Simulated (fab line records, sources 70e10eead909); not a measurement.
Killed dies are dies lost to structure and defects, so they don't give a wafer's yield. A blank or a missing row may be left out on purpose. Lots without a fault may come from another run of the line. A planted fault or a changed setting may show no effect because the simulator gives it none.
A struck lot beside a sound one | flow nand_harc | 14 steps out of a route of 1302
Sound: wafers L556.1, L556.2, L556.5. Struck: wafers L558.1, L558.3, L558.5. The cause comes at the end.
At each step with rows: each side's tool, then ch and its chambers, then its first start. Under that, the readings that differ: sound wafers | struck wafers | difference of the means | sigmas: that difference in standard deviations of wafers without a fault.
alike: readings whose means differ by less than 2 such deviations, and words and numbers that are the same on both sides. not compared: withheld readings, readings that some wafer has no value for, bounds like >300 that may hide the same value, and numbers for which the record gives no deviation and whose values overlap.
The two part at a step that has a row with sigmas, a row that says differs or no value, or rows on one side only. Numbers that don't overlap but have no deviation are shown without sigmas and don't part them. A reading that every wafer of one side lacks parts them only if that side has two wafers or more.

first, 3 steps without rows for these wafers: NHARC_A_CHANNEL_HOLE_D1_STRIP_41 (strips in N2/H2); NHARC_A_CHANNEL_HOLE_D1_STRIP_42 (strips in CF4/CHF3); NHARC_A_CHANNEL_HOLE_D1_STRIP_43 (strips in O2/COS).
NHARC_A_CHANNEL_HOLE_D1_ETCH_44: etches the open film in CF4/O2, target depth 140 nm, overetch 14 nm, time 77 s.
  sound on rie_diel-05 ch 2,3, day 15 14:55; struck on rie_diel-05 ch 1,2,3, day 16 03:17
  reading                | sound                | struck               | difference | sigmas
  throttle_valve_pct (%) | 13.393 13.405 13.406 | 13.375 13.396 13.378 | -0.018     | -2
  alike: drypump_motor_current_A, oes_product_au, rf_vpp_V, showerhead_plenum_p_Torr
  not compared: rf_hours_counter_h
NHARC_A_CHANNEL_HOLE_D1_STRIP_27: strips in O2.
  sound on rie_diel-05 ch 0,1,3; struck on rie_diel-05 ch 0,2
  alike: drypump_motor_current_A, oes_product_au, rf_vpp_V, showerhead_plenum_p_Torr, throttle_valve_pct
  not compared: rf_hours_counter_h
then, 2 steps without rows for these wafers: NHARC_A_CHANNEL_HOLE_D1_PRECLEAN_28 (cleans in SC1); NHARC_A_CHANNEL_HOLE_D1_SRD_29.
NHARC_A_CHANNEL_HOLE_D1_CD_MEAS_30:
  sound on cd_sem-02, day 15 15:43; struck on cd_sem-02, day 16 04:04
  alike: cd_nm
NHARC_A_CHANNEL_HOLE_D1_XSEM_31:
  sound on xsem-01 ch 0, day 15 15:47; struck on xsem-01 ch 0, day 16 04:09
  alike: bot_cd_nm, bow_nm, tilt_deg
NHARC_A_CHANNEL_HOLE_D1_INSPECT_40:
  sound on defect_inspect-01, day 15 15:53; struck on defect_inspect-02, day 16 04:15
  alike: raw_defect_count
then, 2 steps without rows for these wafers: NHARC_A_CHANNEL_FILL_D1_PRECLEAN_00 (cleans in SC1); NHARC_A_CHANNEL_FILL_D1_SRD_01.
NHARC_A_CHANNEL_FILL_D1_ALD_02: deposits SiO2, target thk 6 nm, pulse time 10 s, ald cycles 60.
  sound on ald_hk-03 ch 0,2,3, day 15 16:05; struck on ald_hk-04 ch 0,1,3, day 16 04:35
  no value came back on the struck wafers for ald_cycles, heater_power_outer_w (W), heater_power_w (W), precursor_pulse_height_rel; on the sound wafers ald_cycles reads 60 60 60
NHARC_A_CHANNEL_FILL_D1_ALD_03: deposits SiNx, target thk 6 nm, pulse time 60 s, ald cycles 58.
  sound on ald_sin_batch-03 ch 0; struck on ald_sin_batch-03 ch 0
  alike: chamber_pressure_Torr, precursor_pulse_height_rel

WHERE THEY PART
First at NHARC_A_CHANNEL_HOLE_D1_ETCH_44; last, within this record, at NHARC_A_CHANNEL_FILL_D1_ALD_02. Later steps at which nothing parts them and some readings are alike: NHARC_A_CHANNEL_FILL_D1_ALD_03.

WHY: what the simulator had put in
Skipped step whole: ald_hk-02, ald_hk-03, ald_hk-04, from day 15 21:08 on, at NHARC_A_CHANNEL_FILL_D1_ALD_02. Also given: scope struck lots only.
